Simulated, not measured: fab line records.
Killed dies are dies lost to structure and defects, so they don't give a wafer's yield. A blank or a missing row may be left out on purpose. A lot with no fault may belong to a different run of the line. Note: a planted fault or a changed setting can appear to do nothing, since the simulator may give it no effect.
fab line records    flow nand-harc
record lots=7  wafers=21  last-day=32
route steps=1302 shown A_CONTACT@989
lots untouched by any fault: they come from a run of this same line in which no faults occurred
start-h: start of the lot's first displayed wafer, in hours after the record's first day    wait-h: how many hours have passed since the lot's step before this one    " same as the row above    L1.1+2: a single row standing in for several wafers    - no value, or no start given    * or withheld: withheld    < > ~ a bound
route shown NAME@n: NAME is a module with steps in the file, n the number in the route of the first one    usual: the fault-free wafers' mean and standard deviation    same: alike in all rows    chamber/n: place in a boat    sites: the reading at each site    _std_site: the standard deviation of these    _edge_site: the outer-site mean with the inner-site mean subtracted    radius-mm: for every site, how far away it sits from the centre of the wafer    mask NAME#n: copy n    behind: the last tool/chamber to shape the wafer    hold: the reason the lot was held/the length of the hold in hours/how it ended    device: the n, p or np transistor that did not switch    end of line: at the end of the route, the tests of the same wafers    a step without rows: its recipe alone    killed: count of dies lost to structure and defects at first sort (not the wafer's yield)    map: a wafer's dies, x killed, . not, _ none there
set.NAME: the setting the step ran with; set.NAME@STEP: the setting that earlier step ran with    model.NAME: the simulator's own value behind a step, which no gauge read
lots seen at some steps along the route; tables by step, rows by wafer
services: the hour from which a tool's chamber was out of use, counted from the record's first day as start-h (under 0 if before that day), plus the number of hours and why
## steps
# step NHARC_A_CONTACT_COAT_34
# recipe temp-c=260  time-s=75
# step NHARC_A_CONTACT_COAT_35
# recipe temp-c=225  time-s=65
# step NHARC_A_CONTACT_COAT_36
# recipe spin-rpm=1500  resist-thk-nm=90
# step NHARC_A_CONTACT_SOFTBAKE_37
# recipe temp-c=105  time-s=55
# step NHARC_A_CONTACT_EBR_38
# step NHARC_A_CONTACT_EXPOSE_39
# recipe na=1.35  sigma-outer=0.8  dose-mj=58.79  mask-id=A_CC_3
# step NHARC_A_CONTACT_PEB_40
# recipe peb-temp-c=100  peb-time-s=65
# step NHARC_A_CONTACT_DEVELOP_41
# recipe develop-time-s=35  dev-temp-c=23
# step NHARC_A_CONTACT_CD_MEAS_42
# recipe target-cd-nm=300  landing-energy-ev=500
# usual cd-nm=300.4/0.51
lot.wafer  tool       chamber  start-h  wait-h  cd-nm
L205.2     cd-sem-01  0        514.76   -       300.7
L205.3     "          0        "        "       300.1
L205.6     "          0        "        "       300.2
L210.2     cd-sem-03  0        588.90   -       300.0
L210.3     "          0        "        "       299.6
L210.4     "          0        "        "       300.6
L213.2     cd-sem-02  0        608.18   -       300.3
L213.5     "          0        "        "       299.4
L213.6     "          0        "        "       299.6
L212.1     cd-sem-01  0        608.91   -       300.6
L212.3     "          0        "        "       301.0
L212.5     "          0        "        "       300.8
L220.1     cd-sem-03  0        667.75   -       300.1
L220.4     "          0        "        "       300.6
L220.5     "          0        "        "       300.9
L219.3     cd-sem-01  0        671.35   -       300.7
L219.4     "          0        "        "       300.2
L219.5     "          0        "        "       300.8
L221.1     cd-sem-02  0        701.65   -       300.4
L221.2     "          0        "        "       300.6
L221.3     "          0        "        "       301.0
# step NHARC_A_CONTACT_OVL_MEAS_43
# usual overlay-x-nm=-0.1/0.8  overlay-y-nm=-0.2/0.9
lot.wafer  tool        chamber  start-h  wait-h  overlay-x-nm  overlay-y-nm
L205.2     overlay-02  -        514.85   -       -0.3          0.0
L205.3     "           -        "        "       -1.1          0.5
L205.6     "           -        "        "       -0.9          0.7
L210.2     overlay-02  -        588.98   -       0.7           -0.8
L210.3     "           -        "        "       0.2           -0.7
L210.4     "           -        "        "       0.4           -0.1
L213.2     overlay-01  -        608.27   -       -0.1          -0.3
L213.5     "           -        "        "       0.3           -0.3
L213.6     "           -        "        "       0.0           -0.8
L212.1     overlay-02  -        609.00   -       1.5           -0.5
L212.3     "           -        "        "       1.3           -0.3
L212.5     "           -        "        "       1.7           -0.3
L220.1     overlay-02  -        667.83   -       -1.5          -2.1
L220.4     "           -        "        "       -1.5          -2.3
L220.5     "           -        "        "       -1.0          -2.3
L219.3     overlay-02  -        671.44   -       0.1           -0.3
L219.4     "           -        "        "       -0.1          0.1
L219.5     "           -        "        "       -0.4          0.2
L221.1     overlay-01  -        701.74   -       -0.6          -2.0
L221.2     "           -        "        "       -0.7          -1.8
L221.3     "           -        "        "       -0.5          -1.7
# step NHARC_A_CONTACT_INSPECT_44
# usual raw-defect-count=82/39
lot.wafer  tool               chamber  start-h  wait-h  raw-defect-count
L205.2     defect-inspect-01  -        514.89   0.0     27
L205.3     "                  -        "        "       11
L205.6     "                  -        "        "       9
L210.2     defect-inspect-01  -        589.02   0.0     135
L210.3     "                  -        "        "       97
L210.4     "                  -        "        "       110
L213.2     defect-inspect-02  -        608.30   0.0     167
L213.5     "                  -        "        "       144
L213.6     "                  -        "        "       147
L212.1     defect-inspect-02  -        609.04   0.0     29
L212.3     "                  -        "        "       31
L212.5     "                  -        "        "       31
L220.1     defect-inspect-02  -        667.87   0.0     53
L220.4     "                  -        "        "       56
L220.5     "                  -        "        "       64
L219.3     defect-inspect-01  -        671.47   0.0     60
L219.4     "                  -        "        "       65
L219.5     "                  -        "        "       66
L221.1     defect-inspect-01  -        701.77   0.0     102
L221.2     "                  -        "        "       90
L221.3     "                  -        "        "       132
# step NHARC_A_CONTACT_DESCUM_47
# recipe time-s=3  o2-flow-sccm=200  ar-flow-sccm=0  bias-power-w=0  chemistry=O2
# usual chamber-pressure-mTorr=59.99/0.055  drypump-motor-current-A=5.7/0.41  o2-flow-sccm=199.9/0.62  oes-product-au=1.000/0.012  rf-vpp-V=57.7/0.97  showerhead-plenum-p-Torr=1.91/0.1  throttle-valve-pct=11.312/0.0094
lot.wafer  tool         chamber  start-h  wait-h  chamber-pressure-mTorr  drypump-motor-current-A  o2-flow-sccm  oes-product-au  rf-hours-counter-h  rf-vpp-V  showerhead-plenum-p-Torr  throttle-valve-pct
L205.3     rie-diel-13  2        514.96   0.1     59.98                   5.1                      200.3         1.019           58                  58.7      1.97                      11.316
L205.2     "            3        "        "       59.93                   6.4                      199.3         1.019           55                  56.3      1.80                      11.313
L205.6     "            0        "        "       60.06                   5.0                      199.0         0.994           -                   58.5      2.02                      11.325
L210.3     rie-diel-03  3        589.08   0.1     60.00                   5.7                      200.1         1.003           15                  56.0      1.77                      11.317
L210.2     "            1        "        "       60.08                   5.7                      201.1         0.979           18                  58.1      1.94                      11.318
L210.4     "            2        "        "       60.00                   6.0                      200.5         1.008           17                  58.4      1.93                      11.309
L213.2     rie-diel-03  2        608.36   0.1     60.02                   6.0                      199.5         0.993           20                  58.7      1.93                      11.307
L213.5     "            2        "        "       59.97                   6.0                      200.3         1.009           -                   56.8      1.93                      11.314
L213.6     "            3        "        "       59.93                   5.7                      200.3         0.995           -                   57.4      1.77                      11.303
L212.1     rie-diel-03  2        609.77   0.7     60.00                   6.0                      199.2         1.008           21                  59.2      1.93                      11.305
L212.3     "            3        "        "       59.95                   5.7                      199.3         1.005           20                  57.1      1.77                      11.315
L212.5     "            0        "        "       59.94                   6.0                      200.2         0.998           -                   57.4      1.76                      11.309
L220.4     rie-diel-09  1        667.94   0.1     59.98                   5.8                      199.3         1.026           44                  59.3      2.04                      11.314
L220.1     "            3        "        "       59.98                   6.0                      200.1         1.015           56                  59.4      2.06                      11.318
L220.5     "            0        "        "       59.99                   4.9                      200.6         0.988           -                   58.0      1.88                      11.323
L219.3     rie-diel-13  2        671.55   0.1     59.97                   5.1                      201.0         0.997           48                  58.5      1.95                      11.311
L219.4     "            3        "        "       60.01                   6.4                      199.3         0.991           49                  56.5      1.79                      11.300
L219.5     "            1        "        "       59.99                   5.4                      200.2         0.986           -                   57.2      1.92                      11.306
L221.1     rie-diel-03  2        701.84   0.1     60.11                   6.0                      200.1         1.003           10                  58.0      1.92                      11.321
L221.3     "            0        "        "       59.97                   6.0                      201.0         1.002           11                  58.8      2.07                      11.306
L221.2     "            1        "        "       59.95                   5.8                      200.9         0.979           11                  58.0      1.93                      11.304
# step NHARC_A_CONTACT_ETCH_48
# recipe target-depth-a=390  over-etch-frac=0.3  time-s=65  ion-energy-ev=80  cf4-flow-sccm=150  ar-flow-sccm=0  rf-w=300  bias-w=100  chemistry=CF4
# usual chamber-pressure-mTorr=50.00/0.042  drypump-motor-current-A=5.7/0.4  oes-product-au=0.999/0.011  over-etch-frac=0.3/0  rf-vpp-V=151.2/1.4  showerhead-plenum-p-Torr=1.77/0.089  throttle-valve-pct=13.286/0.0088
lot.wafer  tool         chamber  start-h  wait-h  chamber-pressure-mTorr  drypump-motor-current-A  oes-product-au  over-etch-frac  rf-hours-counter-h  rf-vpp-V  showerhead-plenum-p-Torr  throttle-valve-pct
L205.3     rie-diel-13  0        515.04   0.1     49.98                   5.1                      0.989           0.3             57                  152.9     1.86                      13.287
L205.2     "            1        "        "       49.99                   5.3                      0.992           0.3             56                  152.4     1.79                      13.282
L205.6     "            3        "        "       50.03                   6.4                      1.005           0.3             -                   152.7     1.67                      13.286
L210.4     rie-diel-03  1        589.17   0.1     49.99                   5.8                      0.986           0.48569         18                  152.2     1.79                      13.265
L210.2     "            2        "        "       49.94                   6.0                      1.007           0.48569         17                  150.3     1.78                      13.272
L210.3     "            3        "        "       49.99                   5.7                      1.000           0.48569         15                  149.4     1.64                      13.294
L213.2     rie-diel-03  1        608.46   0.1     50.04                   5.8                      0.992           0.48569         21                  152.0     1.79                      13.291
L213.5     "            3        "        "       50.00                   5.7                      1.011           0.48569         -                   149.2     1.64                      13.269
L213.6     "            0        "        "       49.94                   6.0                      1.014           0.48569         -                   149.6     1.64                      13.285
L212.3     rie-diel-03  1        609.83   0.1     49.99                   5.8                      0.985           0.48569         22                  152.9     1.79                      13.281
L212.1     "            0        "        "       50.01                   6.0                      0.998           0.48569         21                  148.6     1.64                      13.288
L212.5     "            1        "        "       50.02                   5.8                      0.980           0.48569         -                   151.9     1.79                      13.300
L220.1     rie-diel-09  1        668.02   0.1     49.93                   5.8                      1.014           0.3             44                  152.5     1.88                      13.286
L220.5     "            0        "        "       50.03                   4.9                      0.988           0.3             -                   150.8     1.74                      13.314
L220.4     "            2        "        "       50.05                   6.2                      0.991           0.3             -                   150.6     1.73                      13.286
L219.4     rie-diel-13  3        671.62   0.1     49.95                   6.4                      0.995           0.3             50                  149.7     1.66                      13.283
L219.3     "            0        "        "       49.97                   5.0                      0.995           0.3             52                  152.2     1.85                      13.293
L219.5     "            0        "        "       50.03                   5.1                      0.991           0.3             -                   152.8     1.85                      13.276
L221.2     rie-diel-03  3        701.92   0.1     49.95                   5.7                      1.009           0.3             9                   149.8     1.64                      13.283
L221.1     "            0        "        "       49.97                   6.0                      1.003           0.3             11                  152.2     1.91                      13.284
L221.3     "            1        "        "       50.02                   5.8                      0.981           0.3             11                  152.1     1.78                      13.293
# step NHARC_A_CONTACT_ETCH_49
# recipe target-depth-a=2600  over-etch-frac=0.3  time-s=475.3  ion-energy-ev=200  n2-flow-sccm=150  h2-flow-sccm=150  ar-flow-sccm=0  rf-w=400  bias-w=150  chemistry=N2/H2
# usual chamber-pressure-mTorr=30.001/0.027  drypump-motor-current-A=5.7/0.41  n2-flow-sccm=150.0/0.47  oes-product-au=1.000/0.011  over-etch-frac=0.3/0  rf-vpp-V=431/3.1  showerhead-plenum-p-Torr=2.04/0.11  throttle-valve-pct=14.173/0.0089
lot.wafer  tool         chamber  start-h  wait-h  chamber-pressure-mTorr  drypump-motor-current-A  n2-flow-sccm  oes-product-au  over-etch-frac  rf-hours-counter-h  rf-vpp-V  showerhead-plenum-p-Torr  throttle-valve-pct
L205.3     rie-diel-13  1        -        -       30.030                  5.3                      149.5         0.988           0.3             56                  430       2.06                      14.159
L205.2     "            2        "        "       30.016                  5.1                      150.5         0.994           0.3             58                  433       2.10                      14.173
L205.6     "            0        "        "       30.054                  5.1                      149.4         1.001           0.3             -                   434       2.16                      14.160
L210.2     rie-diel-03  1        -        -       29.999                  5.8                      150.0         0.982           0.3             18                  432       2.06                      14.156
L210.4     "            3        "        "       29.963                  5.7                      150.0         1.004           0.3             15                  428       1.88                      14.158
L210.3     "            0        "        "       30.022                  5.9                      150.3         1.001           0.3             17                  425       1.88                      14.170
L213.2     rie-diel-03  1        -        -       30.009                  5.7                      150.1         0.983           0.3             21                  431       2.06                      14.182
L213.6     "            3        "        "       30.065                  5.7                      149.8         1.024           0.3             -                   427       1.88                      14.166
L213.5     "            0        "        "       30.011                  6.0                      149.8         1.011           0.3             -                   425       1.88                      14.169
L212.1     rie-diel-03  2        -        -       30.018                  6.1                      150.1         1.002           0.3             21                  432       2.06                      14.177
L212.3     "            3        "        "       30.027                  5.7                      150.1         1.003           0.3             20                  427       1.88                      14.175
L212.5     "            2        "        "       29.967                  6.0                      150.5         1.016           0.3             -                   430       2.06                      14.196
L220.1     rie-diel-09  0        -        -       30.019                  4.9                      149.8         0.996           0.3             52                  431       2.01                      14.190
L220.4     "            1        "        "       29.988                  5.8                      149.8         1.016           0.3             -                   435       2.18                      14.176
L220.5     "            0        "        "       29.958                  4.9                      149.5         0.990           0.3             -                   429       2.01                      14.166
L219.3     rie-diel-13  3        -        -       29.996                  6.4                      149.1         0.996           0.3             50                  428       1.90                      14.185
L219.4     "            1        "        "       29.985                  5.3                      149.5         0.982           0.3             47                  430       2.04                      14.167
L219.5     "            3        "        "       29.998                  6.4                      150.0         0.996           0.3             -                   427       1.90                      14.160
L221.3     rie-diel-03  0        -        -       29.978                  6.0                      149.1         1.003           0.3             11                  435       2.21                      14.171
L221.1     "            1        "        "       29.989                  5.8                      150.0         0.977           0.3             11                  432       2.06                      14.160
L221.2     "            2        "        "       29.986                  6.0                      149.7         0.999           0.3             10                  432       2.05                      14.166
## services
tool         chamber  start-h  hours  kind
rie-diel-03  0        491.89   -      clean
rie-diel-03  1        491.89   -      clean
rie-diel-03  2        491.89   -      clean
rie-diel-03  3        491.89   -      clean
rie-diel-09  -        497.23   9.0    pm
rie-diel-03  0        516.39   -      clean
rie-diel-03  1        516.39   -      clean
rie-diel-03  2        516.39   -      clean
rie-diel-03  3        516.39   -      clean
rie-diel-13  1        534.71   5.6    repair
rie-diel-03  0        540.89   -      clean
rie-diel-03  1        540.89   -      clean
rie-diel-03  2        540.89   -      clean
rie-diel-03  3        540.89   -      clean
rie-diel-03  0        565.39   -      clean
rie-diel-03  1        565.39   -      clean
rie-diel-03  2        565.39   -      clean
rie-diel-03  3        565.39   -      clean
rie-diel-09  1        614.05   21.8   repair
rie-diel-03  -        635.49   9.0    pm
rie-diel-09  2        636.53   4.5    repair
rie-diel-09  -        674.23   9.0    pm
rie-diel-09  -        690.00   1.5    repair
rie-diel-13  -        697.55   9.0    pm
## key
first-sign step=NHARC_A_CONTACT_ETCH_48  reading=over-etch-frac  direction=up  sigmas=99+  usual=0.3  struck=0.48569
effect none on later readings
met-at NHARC_A_CONTACT_ETCH_48
struck-wafers L210.2,L210.3,L210.4,L212.1,L212.3,L212.5,L213.2,L213.5,L213.6
tester-left-out L210,L212,L213
fault kind=process-parameter-drift  tool=rie-diel-03  chamber=-  onset-h=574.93  steps=NHARC_A_CONTACT_ETCH_48  channel=over-etch-frac  offset=0.18569  shape=step  end-h=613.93  acts-in=these-recipes-only  stated=0.3
# tester-left-out: of these lots the tester's yield and bins aren't shown, on N5 and GAA mostly nor the transistor test; their killed dies are dies lost to structure and defects alone, not to doping, threshold or leakage, so they don't give the yield
